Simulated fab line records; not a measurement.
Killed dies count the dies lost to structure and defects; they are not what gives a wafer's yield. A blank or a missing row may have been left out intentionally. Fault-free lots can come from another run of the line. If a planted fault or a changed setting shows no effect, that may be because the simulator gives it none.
A single fault, viewed from 2 desks || flow n5Finfet || only its own numbers are on each desk; what lay behind them is given at the end

== TOOL OWNER'S DESK, pecvd-02 ==
The tool's own readings at N5_BEOL_M4_DEP_57 (deposits SiCN from 3MS/NH3, target thk 8 nm, time 14 s): means of the sampled wafers that have a number, for each lot that ran on this tool. Marked OUT: a lot whose mean sits more than 4 standard deviations from the usual mean, which makes it out of limits; the brackets give that distance.
Columns: A = showerheadPlenumPTorr at N5_BEOL_M4_DEP_57, usual 3.659 Torr; B = throttleValvePct at N5_BEOL_M4_DEP_57, usual 8.8 %
{"lot": "L878", "first seen here": "day 9 02:54", "A": 3.664, "B": 9.1}
{"lot": "L881", "first seen here": "day 9 22:05", "A": 3.659, "B": 9.1}
{"lot": "L879", "first seen here": "day 9 22:37", "A": 3.668, "B": 9.2}
This desk found nothing out of limits on any of the 3 lots.

== METROLOGY DESK ==
What the gauges read for every lot (on any tool): the sampled wafers with a number, averaged. Marked OUT: a lot whose mean sits more than 4 standard deviations from the usual mean, which makes it out of limits; the brackets give that distance. 7 of its 12 readings are shown, namely those furthest out on some lot.
Columns: A = DIBL_N at N5_BEOL_M4_RC_MEAS_101, usual 35.9 mV/V; B = IOFF_P at N5_BEOL_M4_RC_MEAS_101, usual 0.22 nA/um; C = ION_N at N5_BEOL_M4_RC_MEAS_101, usual 676 uA/um; D = SS_N at N5_BEOL_M4_RC_MEAS_101, usual 71.4 mV/dec; E = SS_P at N5_BEOL_M4_RC_MEAS_101, usual 73.2 mV/dec; F = VT_N at N5_BEOL_M4_RC_MEAS_101, usual 250 mV; G = VT_P at N5_BEOL_M4_RC_MEAS_101, usual -250 mV
{"lot": "L877", "first seen here": "day 8 20:24", "A": 33.5, "B": 0.17, "C": 662, "D": 71.2, "E": 72.9, "F": 255, "G": -250}
{"lot": "L878", "first seen here": "day 9 02:43", "A": 37.6, "B": 0.28, "C": 682, "D": 72.1, "E": 73.6, "F": 246, "G": -245}
{"lot": "L881", "first seen here": "day 9 21:52", "A": 35.0, "B": 0.21, "C": 678, "D": 71.4, "E": 72.5, "F": 252, "G": -249}
{"lot": "L879", "first seen here": "day 9 22:25", "A": 36.0, "B": 0.18, "C": 674, "D": 72.2, "E": 73.4, "F": 248, "G": -256}
{"lot": "L888", "first seen here": "day 11 16:54", "A": 35.0, "B": 0.22, "C": 674, "D": 71.0, "E": 72.8, "F": 248, "G": -248}
{"lot": "L892", "first seen here": "day 12 20:21", "A": 37.4, "B": 0.26, "C": 680, "D": 70.8, "E": 74.2, "F": 248, "G": -245}
This desk found nothing out of limits on any of the 6 lots.

== BROUGHT TOGETHER ==
The desk of the tool owner found nothing out of limits.
Nothing out of limits was seen by the metrology desk.

== WHAT HAD BEEN PUT IN BY THE SIMULATOR ==
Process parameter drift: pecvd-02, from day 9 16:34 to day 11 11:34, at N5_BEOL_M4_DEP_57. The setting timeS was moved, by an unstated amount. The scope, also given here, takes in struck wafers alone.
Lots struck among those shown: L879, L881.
